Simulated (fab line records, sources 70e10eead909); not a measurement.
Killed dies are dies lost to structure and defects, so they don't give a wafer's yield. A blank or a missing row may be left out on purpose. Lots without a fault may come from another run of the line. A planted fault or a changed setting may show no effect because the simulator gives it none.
fab line records | flow nand_harc
record lots=6 wafers=18 last_day=31
route steps=1302 shown P_ZERO_WELL@60 P_STI@69 END@1302
lots that met no fault: from a run of the same line without faults
start_h: hours from the record's first day to the start of the lot's first wafer shown | wait_h: hours since the lot's step before | " the same as in the row above | L1.1+2: a row that stands for several wafers | - no value, or no start given | * or withheld: withheld | < > ~ a bound
route shown NAME@n: a module of which the file shows steps, and the number in the route of the first | usual: mean/standard deviation of fault-free wafers | same: alike in all rows | chamber/n: place in a boat | sites: the reading at each site | _std_site: their standard deviation | _edge_site: outer sites' mean less inner sites' | radius_mm: how far each site lies from the wafer's centre | mask NAME#n: copy n | behind: the tool/chamber that last shaped the wafer | hold: why the lot was held/for how many hours/how that ended | device: the transistor (n, p or np) that didn't switch | end of line: the same wafers' tests at the end of the route | a step without rows: its recipe alone | killed: dies lost to structure and defects at the first sort, not the wafer's yield | map: a wafer's dies, x killed, . not, _ none there
set.NAME: the setting as run; set.NAME@STEP: as run at that earlier step | model.NAME: the simulator's own value behind a step, which no gauge read
lots at some steps of the route; a table a step, a row a wafer
services: from which hour (start_h, from the record's first day; less than 0 if before it) a tool's chamber was out of use, for how many hours, and why
## steps
# step NHARC_P_ZERO_WELL_HARDBAKE_53
# recipe temp_c=125 time_s=80
# step NHARC_P_ZERO_WELL_DESCUM_54
# recipe time_s=3 o2_flow_sccm=200 ar_flow_sccm=0 bias_power_w=0 chemistry=O2
# usual drypump_motor_current_A=5.6/0.45 oes_product_au=1.003/0.014 rf_vpp_V=57.8/0.92 showerhead_plenum_p_Torr=1.92/0.092 throttle_valve_pct=11.311/0.0086
# same time_s=3
# columns lot.wafer tool chamber start_h wait_h drypump_motor_current_A oes_product_au rf_hours_counter_h rf_vpp_V showerhead_plenum_p_Torr throttle_valve_pct
L792.4 rie_diel-13 1 45.84 - 6.1 1.003 14 56.8 1.79 11.301
L792.2 " 2 " " 6.0 1.004 15 56.9 1.94 11.309
L792.3 " 0 " " 5.5 1.014 16 58.4 2.01 11.311
L793.3 rie_diel-02 2 55.81 - 5.3 0.976 2 57.8 1.92 11.306
L793.2 " 3 " " 5.1 1.009 1 57.1 1.94 11.321
L793.6 " 1 " " 5.7 1.008 - 57.1 1.79 11.309
L796.3 rie_diel-02 3 86.04 - 5.1 1.001 9 55.8 1.94 11.305
L796.4 " 1 " " 5.7 0.997 14 57.3 1.79 11.324
L796.6 " 3 " " 5.1 0.992 - 58.2 1.94 11.317
L797.3 rie_diel-13 0 95.77 - 5.5 1.022 31 57.5 2.00 11.314
L797.2 " 1 " " 6.1 1.006 31 57.4 1.78 11.320
L797.5 " 0 " " 5.5 1.012 - 58.2 2.00 11.313
L807.2 rie_diel-04 3 195.80 - 5.5 0.983 1 57.3 2.08 11.311
L807.5 " 1 " " 6.0 0.995 - 56.9 1.78 11.304
L807.6 " 2 " " 4.8 1.007 - 59.1 1.96 11.318
L808.1 rie_diel-13 3 206.01 - 5.2 0.997 12 57.4 1.96 11.295
L808.5 " 1 " " 6.1 1.011 - 57.6 1.77 11.306
L808.6 " 2 " " 6.1 0.990 - 57.0 1.92 11.317
# step NHARC_P_ZERO_WELL_IMPLANT_55
# recipe energy_kev=180 dose_cm2=8e+11 tilt_deg=7
# step NHARC_P_ZERO_WELL_IMPLANT_61
# recipe energy_kev=30 dose_cm2=5e+11 tilt_deg=7
# step NHARC_P_ZERO_WELL_STRIP_56
# recipe time_s=840 temp_c=130 chemistry=SPM
# step NHARC_P_ZERO_WELL_PRECLEAN_68
# recipe time_s=60 temp_c=50 bath_age_min=0 chemistry=SC1
# step NHARC_P_ZERO_WELL_SRD_69
# step NHARC_P_ZERO_WELL_RTA_42
# recipe temp_c=1100 time_s=300
# usual lamp_power_pct=38.6/2.2 wafer_temp_C_max=1103.7/0.97
# same time_s=300
# columns lot.wafer tool chamber start_h wait_h lamp_power_pct wafer_temp_C_max
L792.2 rtp_anneal-02 0 46.92 - 36.2 1103.3
L792.3 " 0 " " 36.3 1102.6
L792.4 " 0 " " 36.2 1103.0
L793.2 rtp_anneal-01 0 56.86 - 40.6 1104.5
L793.3 " 0 " " 40.6 1103.9
L793.6 " 0 " " 40.6 1103.5
L796.3 rtp_anneal-01 0 87.39 - 40.7 1103.1
L796.4 " 0 " " 40.7 1104.0
L796.6 " 0 " " 40.6 1103.7
L797.2 rtp_anneal-01 0 96.85 - 40.7 1103.9
L797.3 " 0 " " 40.7 1103.6
L797.5 " 0 " " 40.6 1104.4
L807.2 rtp_anneal-02 0 196.86 - 36.3 1102.7
L807.5 " 0 " " 36.2 1102.6
L807.6 " 0 " " 36.2 1102.9
L808.1 rtp_anneal-01 0 206.97 - 40.7 1103.7
L808.5 " 0 " " 40.7 1103.4
L808.6 " 0 " " 40.6 1103.4
# step NHARC_P_ZERO_WELL_INSPECT_43
# usual raw_defect_count=15/7.1
# columns lot.wafer tool chamber start_h wait_h raw_defect_count
L792.2 defect_inspect-01 - 47.49 0.5 24
L792.3 " - " " 14
L792.4 " - " " 13
L793.2 defect_inspect-02 - 57.43 0.5 20
L793.3 " - " " 21
L793.6 " - " " 20
L796.3 defect_inspect-02 - 87.86 0.4 8
L796.4 " - " " 8
L796.6 " - " " 6
L797.2 defect_inspect-02 - 97.43 0.5 10
L797.3 " - " " 8
L797.5 " - " " 4
L807.2 defect_inspect-02 - 197.43 0.5 8
L807.5 " - " " 6
L807.6 " - " " 5
L808.1 defect_inspect-01 - 207.65 0.6 18
L808.5 " - " " 12
L808.6 " - " " 17
# step NHARC_P_STI_ETCH_26
# recipe target_depth_a=110 chemistry=dHF material=SiO2
# step NHARC_P_STI_PRECLEAN_27
# recipe time_s=* temp_c=50 bath_age_min=0 chemistry=SC1
# step NHARC_P_STI_SRD_28
# step NHARC_P_STI_OXIDE_29
# recipe target_thk_a=100 temp_c=900 ox_time_s=1362 material=SiO2
# usual spike_tc_top_C=911.2/1.6
# columns lot.wafer tool chamber start_h wait_h spike_tc_top_C
L792.2 furnace-07 0 52.56 - 911.1
L792.3 " 0 " " 910.1
L792.4 " 0 " " 910.2
L793.2 furnace-08 0 61.98 - 912.5
L793.3 " 0 " " 911.1
L793.6 " 0 " " 912.7
L796.3 furnace-08 0 95.73 - 911.7
L796.4 " 0 " " 912.4
L796.6 " 0 " " 912.1
L797.2 furnace-07 0 100.88 - 911.0
L797.3 " 0 " " 910.7
L797.5 " 0 " " 910.9
L807.2 furnace-08 0 201.38 - 913.6
L807.5 " 0 " " 913.2
L807.6 " 0 " " 913.1
L808.1 furnace-08 0 213.63 - 910.7
L808.5 " 0 " " 912.7
L808.6 " 0 " " 912.1
# step NHARC_P_STI_HM_DEP_30
# recipe target_thk_a=800 temp_c=790 pressure_mtorr=300 time_s=873 material=Si3N4
# step NHARC_P_STI_DEHYDRATE_01
# recipe temp_c=150 time_s=120
# step NHARC_P_STI_HMDS_02
# recipe time_s=30
# step NHARC_P_STI_COAT_41
# recipe temp_c=200 time_s=65
# step NHARC_P_STI_COAT_03
# recipe spin_rpm=2000 resist_thk_nm=600
# step NHARC_P_STI_SOFTBAKE_04
# recipe temp_c=125 time_s=70
# step NHARC_P_STI_EBR_05
# step NHARC_P_STI_EXPOSE_06
# recipe na=0.55 target_cd_nm=200 dose_mj=37.69 mask_id=P_STI
# step NHARC_P_STI_PEB_07
# recipe peb_temp_c=128 peb_time_s=80
# step NHARC_P_STI_DEVELOP_08
# recipe time_s=50 dev_temp_c=22
# step NHARC_P_STI_CD_MEAS_09
# recipe target_cd_nm=200 landing_energy_ev=500
# usual cd_nm=201.6/2.7
# columns lot.wafer tool chamber start_h wait_h cd_nm
L792.2 cd_sem-01 0 65.35 - 202.7
L792.3 " 0 " " 199.2
L792.4 " 0 " " 200.9
L793.2 cd_sem-03 0 73.05 - 200.7
L793.3 " 0 " " 200.7
L793.6 " 0 " " 196.2
L796.3 cd_sem-03 0 106.95 - 205.0
L796.4 " 0 " " 201.4
L796.6 " 0 " " 203.0
L797.2 cd_sem-01 0 111.96 - 203.0
L797.3 " 0 " " 201.5
L797.5 " 0 " " 198.5
L807.2 cd_sem-03 0 212.67 - 197.5
L807.5 " 0 " " 203.2
L807.6 " 0 " " 200.5
L808.1 cd_sem-01 0 224.86 - 197.8
L808.5 " 0 " " 199.1
L808.6 " 0 " " 199.5
# step NHARC_P_STI_OVL_MEAS_10
# usual overlay_x_nm=1/5 overlay_y_nm=-1/7.4
# columns lot.wafer tool chamber start_h wait_h overlay_x_nm overlay_y_nm
L792.2 overlay-01 - 65.43 - 4 -9
L792.3 " - " " 4 -9
L792.4 " - " " 5 -9
L793.2 overlay-02 - 73.13 - -8 11
L793.3 " - " " -8 11
L793.6 " - " " -8 11
L796.3 overlay-01 - 107.03 - 7 5
L796.4 " - " " 6 5
L796.6 " - " " 6 5
L797.2 overlay-02 - 112.05 - 0 -9
L797.3 " - " " 0 -9
L797.5 " - " " 0 -10
L807.2 overlay-02 - 212.76 - 7 13
L807.5 " - " " 7 14
L807.6 " - " " 7 14
L808.1 overlay-01 - 224.95 - -4 1
L808.5 " - " " -4 0
L808.6 " - " " -4 0
# step NHARC_P_STI_INSPECT_11
# usual raw_defect_count=5.6/2.7
# columns lot.wafer tool chamber start_h wait_h raw_defect_count
L792.2 defect_inspect-01 - 65.47 0.0 6
L792.3 " - " " 5
L792.4 " - " " 7
L793.2 defect_inspect-01 - 73.17 0.0 6
L793.3 " - " " 7
L793.6 " - " " 5
L796.3 defect_inspect-02 - 107.07 0.0 6
L796.4 " - " " 7
L796.6 " - " " 4
L797.2 defect_inspect-01 - 112.08 0.0 6
L797.3 " - " " 3
L797.5 " - " " 2
L807.2 defect_inspect-01 - 212.80 0.0 345
L807.5 " - " " 345
L807.6 " - " " 351
L808.1 defect_inspect-02 - 225.00 0.1 348
L808.5 " - " " 355
L808.6 " - " " 348
# step NHARC_P_STI_HARDBAKE_13
# recipe temp_c=118 time_s=65
# step NHARC_END_SORT_01
# recipe temp_c=25
# usual killed_at_array=46/15 killed_at_other=1.0/1.3 killed_at_periphery=4/3 killed_dies=51/15 killed_open=3.2/1.8 killed_short=2.5/1.5
# same gross_dies=677
# columns lot.wafer tool chamber start_h wait_h killed_at_array killed_at_other killed_at_periphery killed_dies killed_open killed_short
L796.3 prober-02 0 639.93 3.1 45 0 2 47 3 3
L796.4 prober-02 0 640.72 3.4 47 0 3 50 5 1
L796.6 prober-02 0 642.31 4.0 36 0 4 40 2 3
L797.2 prober-02 0 655.50 2.8 52 0 2 54 4 2
L797.3 prober-02 0 656.31 3.1 41 2 3 46 0 4
L797.5 prober-02 0 657.93 3.7 45 3 1 49 3 2
L807.2 prober-01 0 740.62 2.8 49 0 256 305 0 3
L807.5 prober-01 0 743.01 3.7 75 1 253 329 7 2
L807.6 prober-01 0 743.80 4.0 59 0 244 303 2 5
L808.1 prober-01 0 747.57 2.5 38 2 252 292 3 2
L808.5 prober-01 0 750.75 3.7 42 4 259 305 3 1
L808.6 prober-01 0 751.55 4.0 28 3 268 299 1 1
# killed by level:class
L796.3 A_SLIT:chamber_film_flake=20 A_CHANNEL_HOLE_D2:chamber_film_flake=9 A_CHANNEL_FILL_D2:chamber_film_flake=3 A_CONTACT:chamber_film_flake=3 A_CHANNEL_HOLE_D1:chamber_film_flake=2 P_CONTACT:geometric_particle:short=1 P_CONTACT:geometric_particle:open=1 A_CHANNEL_FILL_D1:geometric_particle:open=1
L796.4 A_SLIT:chamber_film_flake=21 A_CONTACT:chamber_film_flake=9 A_CHANNEL_HOLE_D2:chamber_film_flake=5 A_CHANNEL_HOLE_D1:chamber_film_flake=3 A_CHANNEL_FILL_D1:chamber_film_flake=2 A_STAIRCASE:chamber_film_flake=2 P_GATE:geometric_particle:open=1 P_M0:geometric_particle:open=1
L796.6 A_SLIT:chamber_film_flake=18 A_CHANNEL_HOLE_D2:chamber_film_flake=5 A_CONTACT:chamber_film_flake=5 P_ZERO_WELL:chamber_film_flake=4 A_ONON_D1:geometric_particle:short=1 A_CHANNEL_HOLE_D1:geometric_particle:short=1 A_DECK1_JOINT:geometric_particle:open=1 A_CHANNEL_FILL_D2:geometric_particle:open=1
L797.2 A_SLIT:chamber_film_flake=25 A_CHANNEL_HOLE_D2:chamber_film_flake=9 A_CONTACT:chamber_film_flake=4 A_CHANNEL_HOLE_D1:chamber_film_flake=3 A_DECK1_JOINT:chamber_film_flake=3 A_WL_FILL:chamber_film_flake=2 P_GATE:geometric_particle:open=1 A_ONON_D1:geometric_particle:short=1
L797.3 A_SLIT:chamber_film_flake=26 A_CHANNEL_HOLE_D2:chamber_film_flake=7 P_M0:geometric_particle:short=2 A_ONON_D1:geometric_particle:short=2 A_DECK1_JOINT:chamber_film_flake=2 A_CONTACT:chamber_film_flake=2 THIN_TSV:chamber_film_flake=2 P_GATE:chamber_film_flake=1
L797.5 A_SLIT:chamber_film_flake=16 A_CHANNEL_HOLE_D2:chamber_film_flake=13 A_CONTACT:chamber_film_flake=6 A_ZERO_WELL:chamber_film_flake=2 A_CHANNEL_HOLE_D1:chamber_film_flake=2 A_STAIRCASE:chamber_film_flake=2 THIN_TSV:chamber_film_flake=2 P_GATE:geometric_particle:short=1
L807.2 P_STI:unspecified=256 A_CHANNEL_HOLE_D1:chamber_film_flake=16 A_SLIT:chamber_film_flake=12 A_CHANNEL_HOLE_D2:chamber_film_flake=9 A_CONTACT:chamber_film_flake=4 A_STAIRCASE:chamber_film_flake=3 A_CHANNEL_FILL_D1:geometric_particle:short=2 A_CHANNEL_FILL_D2:geometric_particle:short=1
L807.5 P_STI:unspecified=248 A_CHANNEL_HOLE_D1:chamber_film_flake=30 A_SLIT:chamber_film_flake=13 A_CONTACT:chamber_film_flake=10 A_CHANNEL_HOLE_D2:chamber_film_flake=10 P_GATE:chamber_film_flake=2 A_STAIRCASE:chamber_film_flake=2 P_GATE:geometric_particle:open=1
L807.6 P_STI:unspecified=241 A_CHANNEL_HOLE_D1:chamber_film_flake=16 A_SLIT:chamber_film_flake=15 A_CHANNEL_HOLE_D2:chamber_film_flake=13 A_CONTACT:chamber_film_flake=6 A_BLC:chamber_film_flake=3 A_CHANNEL_FILL_D1:geometric_particle:short=2 P_GATE:geometric_particle:short=1
L808.1 P_STI:unspecified=250 A_SLIT:chamber_film_flake=16 A_CONTACT:chamber_film_flake=6 A_STAIRCASE:chamber_film_flake=5 A_CHANNEL_HOLE_D1:chamber_film_flake=4 A_ZERO_WELL:chamber_film_flake=2 P_M0:geometric_particle:open=1 A_ONON_D1:geometric_particle:open=1
L808.5 P_STI:unspecified=257 A_SLIT:chamber_film_flake=15 A_CHANNEL_HOLE_D1:chamber_film_flake=7 A_CONTACT:chamber_film_flake=7 A_STAIRCASE:chamber_film_flake=6 A_ZERO_WELL:chamber_film_flake=3 THIN_TSV:chamber_film_flake=2 HYBRID_BOND:chamber_film_flake=2
L808.6 P_STI:unspecified=265 A_SLIT:chamber_film_flake=11 A_CONTACT:chamber_film_flake=8 A_CHANNEL_HOLE_D1:chamber_film_flake=6 THIN_TSV:chamber_film_flake=3 P_GATE:chamber_film_flake=2 A_STAIRCASE:chamber_film_flake=2 P_CONTACT:geometric_particle:open=1
# map L807.5 (x killed, . not)
____________.____________
_________.x....x_________
_______.x.xx.xx..._______
______.x.xx.....x..______
_____x....x.x.x..x.._____
____x.xxx.x..x.x.xxx.____
____..xx.x.xxx...x...____
___xxxx....xxx.x..x..x___
___x....x.x..xxxx.xx.x___
__xx.xxx.x..xxx.x......__
__x.x.xx....x....xx..xx__
_.x....xx.x..xx.xx.xx..._
_.......x.......x.xx...x_
_.xxx.x.xx.......x..xxxx_
_.x..xxx..x..x.xxxxxx.xx_
_x.xxx...xx..xxx.xxx.xx._
x...x.....x..xxxxxxxxxxxx
..xxx.....xxx.xxxxxxxx.xx
x.x...xx.xx.....xxxxxxxxx
..x.xxxxxx.x..xxx.xx.xxxx
x.....xxx.......xxxxxxxxx
_.x.x...x.xx.x...xx..xxx_
_.x...x....x..x..xxxxxxx_
_............xx....x.x.x_
_x.......x.x..xxx..x.x.x_
_xx.xxxxxx..x...xxx..xxx_
__x.x....xx...x..xxx.xx__
__...xxx..xx..x....x.x.__
___x...x..x..xx.....x.___
___x.x.x....x.xxx...xx___
____x.xxx...x...xx.xx____
____.......xxx.x.xxxx____
_____x...xx..x.x.x.._____
______xxxx.x..xx.xx______
_______xxxxx.xxx.._______
_________.x.x..._________
____________x____________
# map L808.5 (x killed, . not)
____________.____________
_________.xx...._________
_______xx.xx.xx..._______
______.xxx..x.x..xx______
_____....x..x..xx..._____
____x.x.x..xx.x..xx.x____
____.xx.x....x......x____
___xx.xxx...x.x.x....x___
___.xxxxx.x...x....x.x___
__xx.x.x.x.xx.xx..x.xxx__
__x.x.xx.xxxxx.xx...x.x__
_.xx...x..xx..x....x..x._
_x.xx...xxx.x.x...xxxxxx_
_.x..x...xxxxx..xxxx.x.._
_..xx....x.x.xxxx.x.xx.x_
_xx....xxxx.x.xxx.x..x.._
...xxx.......x.x.x.....x.
xx....x..x...x...xxxx..x.
.xx.....xx.x..x.....xxxxx
.......x.xxxxx..x....xxxx
x.xxxx.x.xx.x.x.xx.x.xxxx
_...x...xx.xx...xx.x.xxx_
_..xx.x.xx..x...x.x...xx_
_xx.x...xx.x.xxxx..xxxxx_
_.xxx......x...xx....x.x_
_xx.x..x..xxx.x..x.x..xx_
__.x.x.....x..xx.....xx__
__....xx...x..xxx..x.x.__
___xx......xx......xxx___
___.x.......xx..x..xx.___
____..xx.....x.x....x____
____.xxxxxx.........x____
_____x..x.x.....x.x._____
______xx..xx..x....______
_______..x..xx.x.x_______
_________xx..x.._________
____________.____________
## services
# columns tool chamber start_h hours kind
rie_diel-13 0 22.24 - clean
rie_diel-13 1 22.24 - clean
rie_diel-13 2 22.24 - clean
rie_diel-13 3 22.24 - clean
rie_diel-13 - 22.69 0.5 repair
rie_diel-02 - 40.62 9.0 pm
rie_diel-13 0 46.77 - clean
rie_diel-13 1 46.77 - clean
rie_diel-13 2 46.77 - clean
rie_diel-13 3 46.77 - clean
rie_diel-02 0 59.56 14.9 repair
rie_diel-02 3 70.49 7.2 repair
rie_diel-13 0 71.27 - clean
rie_diel-13 1 71.27 - clean
rie_diel-13 2 71.27 - clean
rie_diel-13 3 71.27 - clean
rie_diel-13 0 95.77 - clean
rie_diel-13 1 95.77 - clean
rie_diel-13 2 95.77 - clean
rie_diel-04 3 117.91 8.2 repair
rie_diel-13 - 165.06 9.0 pm
rie_diel-04 - 178.05 9.0 pm
rie_diel-02 1 178.38 5.0 repair
rie_diel-04 0 206.95 14.8 repair
## key
first_sign step=NHARC_P_STI_INSPECT_11 reading=raw_defect_count direction=up sigmas=99+ usual=5.6 struck=348.7
effect step=NHARC_END_SORT_01 reading=killed_at_periphery direction=up sigmas=84 usual=4 struck=255
more_kills_born_at NHARC_P_STI_OXIDE_29@furnace-08=1517
met_at NHARC_P_STI_OXIDE_29
struck_wafers L807.2,L807.5,L807.6,L808.1,L808.5,L808.6
tester_left_out L807,L808
onset_between 95.73 201.38
also_fits time
fault kind=chamber_particle_source tool=furnace-08 chamber=- onset_h=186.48 steps=NHARC_P_STI_OXIDE_29 rate_per_visit_cm2=0.53955 end_h=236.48
# tester_left_out: of these lots the tester's yield and bins aren't shown, on N5 and GAA mostly nor the transistor test; their killed dies are dies lost to structure and defects alone, not to doping, threshold or leakage, so they don't give the yield
